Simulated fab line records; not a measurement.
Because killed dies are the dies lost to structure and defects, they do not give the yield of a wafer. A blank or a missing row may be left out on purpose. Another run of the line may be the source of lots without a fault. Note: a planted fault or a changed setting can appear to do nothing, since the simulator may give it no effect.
One fault through the eyes of 2 desks || flow nand harc || only its own numbers are on each desk; what lay behind them is given at the end

TOOL OWNER'S DESK, ald metal-02
The tool's own readings at NHARC_A_WL_FILL_ALD_19 (deposits TiN, target thk 2 nm, pulse time 3 s, ald cycles 100): means of the sampled wafers that have a number, for each lot that ran on this tool. A lot is out of limits, marked OUT, if its mean lies more than 4 standard deviations from the usual mean; the brackets give that distance.
Columns: A = heater power outer w at NHARC_A_WL_FILL_ALD_19, usual 722 W; B = heater power w at NHARC_A_WL_FILL_ALD_19, usual 1142 W; C = precursor pulse height rel at NHARC_A_WL_FILL_ALD_19, usual 0.999
{"lot": "L323", "first seen here": "day 16 03:22", "A": 728, "B": 1125, "C": 0.996}
{"lot": "L326", "first seen here": "day 17 01:52", "A": 694, "B": 1153, "C": 0.975}
{"lot": "L329", "first seen here": "day 18 04:32", "A": 739, "B": 1191, "C": 1.002}
{"lot": "L336", "first seen here": "day 19 20:22", "A": 700, "B": 1100, "C": 0.999}
{"lot": "L340", "first seen here": "day 20 00:19", "A": 680, "B": 1100, "C": 1.013}
{"lot": "L337", "first seen here": "day 20 03:02", "A": 727, "B": 1090, "C": 0.986}
Finding of this desk: none of the 6 lots has anything out of limits.

METROLOGY DESK
Lot by lot, what the gauges showed, no matter which tool ran the lot: averages of those sampled wafers that carry a number. A lot is out of limits, marked OUT, if its mean lies more than 4 standard deviations from the usual mean; the brackets give that distance.
Columns: A = cd nm at NHARC_A_SLIT_CD_MEAS_09, usual 300.1 nm
{"lot": "L323", "first seen here": "day 14 11:13", "A": 301.3}
{"lot": "L327", "first seen here": "day 15 11:13", "A": 299.7}
{"lot": "L326", "first seen here": "day 15 11:22", "A": 300.8}
{"lot": "L328", "first seen here": "day 15 16:26", "A": 300.5}
{"lot": "L329", "first seen here": "day 16 10:20", "A": 300.9}
{"lot": "L330", "first seen here": "day 16 11:30", "A": 299.7}
{"lot": "L336", "first seen here": "day 18 09:08", "A": 300.3}
{"lot": "L340", "first seen here": "day 18 15:38", "A": 301.0}
{"lot": "L337", "first seen here": "day 18 15:47", "A": 299.6}
{"lot": "L341", "first seen here": "day 19 09:44", "A": 300.2}
{"lot": "L342", "first seen here": "day 19 23:43", "A": 299.5}
{"lot": "L343", "first seen here": "day 19 23:54", "A": 300.0}
{"lot": "L344", "first seen here": "day 20 05:41", "A": 300.8}
Finding of this desk: none of the 13 lots has anything out of limits.

BROUGHT TOGETHER
The tool owner's desk saw nothing out of limits.
From the metrology desk's view, nothing was out of limits.

WHAT WAS PUT IN BY THE SIMULATOR
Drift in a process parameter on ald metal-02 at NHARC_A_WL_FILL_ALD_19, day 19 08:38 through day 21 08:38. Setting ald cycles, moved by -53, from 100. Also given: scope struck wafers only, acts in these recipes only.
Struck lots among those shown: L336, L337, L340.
